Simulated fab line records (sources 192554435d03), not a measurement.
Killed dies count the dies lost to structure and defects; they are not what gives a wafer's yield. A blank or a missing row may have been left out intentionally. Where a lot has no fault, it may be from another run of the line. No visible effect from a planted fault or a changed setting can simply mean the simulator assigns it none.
Which tool was responsible? | flow n5-finfet | 30 wafers from 10 lots sampled at 5 of the route's 1938 steps

## WHAT THE GAUGES SHOWED, per wafer
N5_BEOL_M4_RC_MEAS_101.
lot  | measured     | on        | DIBL_N (mV/V)
L327 | day 9 17:53  | prober-01 | 36.5 32.5 35.6
L329 | day 10 07:59 | prober-02 | 36.1 36.0 37.7
L332 | day 11 08:04 | prober-02 | 33.9 31.8 34.2
L333 | day 11 20:26 | prober-02 | 34.8 35.6 34.6
L335 | day 12 09:15 | prober-01 | 36.8 36.0 36.3
L342 | day 14 01:52 | prober-02 | 36.2 37.0 35.2
L346 | day 14 23:49 | prober-01 | 36.1 38.2 34.3
L347 | day 15 02:43 | prober-01 | 33.6 33.7 33.3
L348 | day 15 08:19 | prober-01 | 34.3 36.6 34.5
L349 | day 15 11:44 | prober-02 | 37.6 36.5 36.8

## TOOL THAT RAN EACH LOT (tool first, then ch and the chambers of the sampled wafers, then the start)
lot  | N5_BEOL_M1_STRIP_97                           | N5_BEOL_M1_SURFACE_TREAT_85  | N5_BEOL_M1_CVD_47                | N5_BEOL_M1_SPUTTER_81
L327 | rie-diel-02 ch 0,2,3, day 6 14:04 or earlier  | pvd-sputter-03, day 6 14:04  | cvd-co-01 ch 0,2, day 6 14:14    | pvd-sputter-03, day 6 15:04
L329 | rie-diel-05 ch 1,2,3, day 7 04:46 or earlier  | pvd-sputter-01, day 7 04:46  | cvd-co-01 ch 0,1,2, day 7 04:49  | pvd-sputter-02, day 7 05:46
L332 | rie-diel-05 ch 0,2,3, day 7 23:37 or earlier  | pvd-sputter-01, day 7 23:37  | cvd-co-01 ch 0,1, day 7 23:45    | pvd-sputter-01, day 8 00:21
L333 | rie-diel-06 ch 0,1,2, day 8 11:31 or earlier  | pvd-sputter-02, day 8 11:31  | cvd-co-01 ch 1,2, day 8 11:34    | pvd-sputter-02, day 8 12:11
L335 | rie-diel-06 ch 0,1, day 8 20:56 or earlier    | pvd-sputter-03, day 8 20:56  | cvd-co-01 ch 1,2, day 8 21:14    | pvd-sputter-02, day 8 23:11
L342 | rie-diel-06 ch 0,3, day 10 08:18 or earlier   | pvd-sputter-03, day 10 08:18 | cvd-co-02 ch 0,1,2, day 10 08:25 | pvd-sputter-02, day 10 09:06
L346 | rie-diel-02 ch 0,1,3, day 11 04:59 or earlier | pvd-sputter-03, day 11 04:59 | cvd-co-02 ch 0,1,2, day 11 05:10 | pvd-sputter-02, day 11 05:55
L347 | rie-diel-06 ch 0,2,3, day 11 13:00 or earlier | pvd-sputter-03, day 11 13:00 | cvd-co-01 ch 1,2, day 11 13:17   | pvd-sputter-03, day 11 15:25
L348 | rie-diel-06 ch 2,3, day 11 17:13 or earlier   | pvd-sputter-03, day 11 17:13 | cvd-co-02 ch 0,1, day 11 17:17   | pvd-sputter-02, day 11 18:05
L349 | rie-diel-06 ch 0,1,3, day 12 05:28 or earlier | pvd-sputter-03, day 12 05:28 | cvd-co-01 ch 0,1, day 12 05:35   | pvd-sputter-03, day 12 06:14
- N5_BEOL_M1_STRIP_97: strips in N2/H2, time 10 s.
- N5_BEOL_M1_SURFACE_TREAT_85
- N5_BEOL_M1_CVD_47: deposits Co from CCTBA/H2, target thk 3 nm, time 223.8 s.
- N5_BEOL_M1_SPUTTER_81: material Cu, target thk 4.5 nm, time 8.29 s.

## THE ANSWER, worked out from the rows above alone
Rule: the usual values come from the lots themselves. The widest of any qualifying gaps counts: lots, ordered by their means at a reading, are off when they make up no more than a third of the lots, leave a main group of 4 or more, and stand apart from it by 3 or more times the standard deviation of that group's means. Not used: any main group whose means are identical at the precision the tables above print for the reading. A lot without any number at a reading at which 4 lots or more have one is off too. All remaining lots with rows at the step are treated as sound.
None of the lots is off at any reading shown; this tells nothing.

## WHAT THE SIMULATOR HAD INSERTED
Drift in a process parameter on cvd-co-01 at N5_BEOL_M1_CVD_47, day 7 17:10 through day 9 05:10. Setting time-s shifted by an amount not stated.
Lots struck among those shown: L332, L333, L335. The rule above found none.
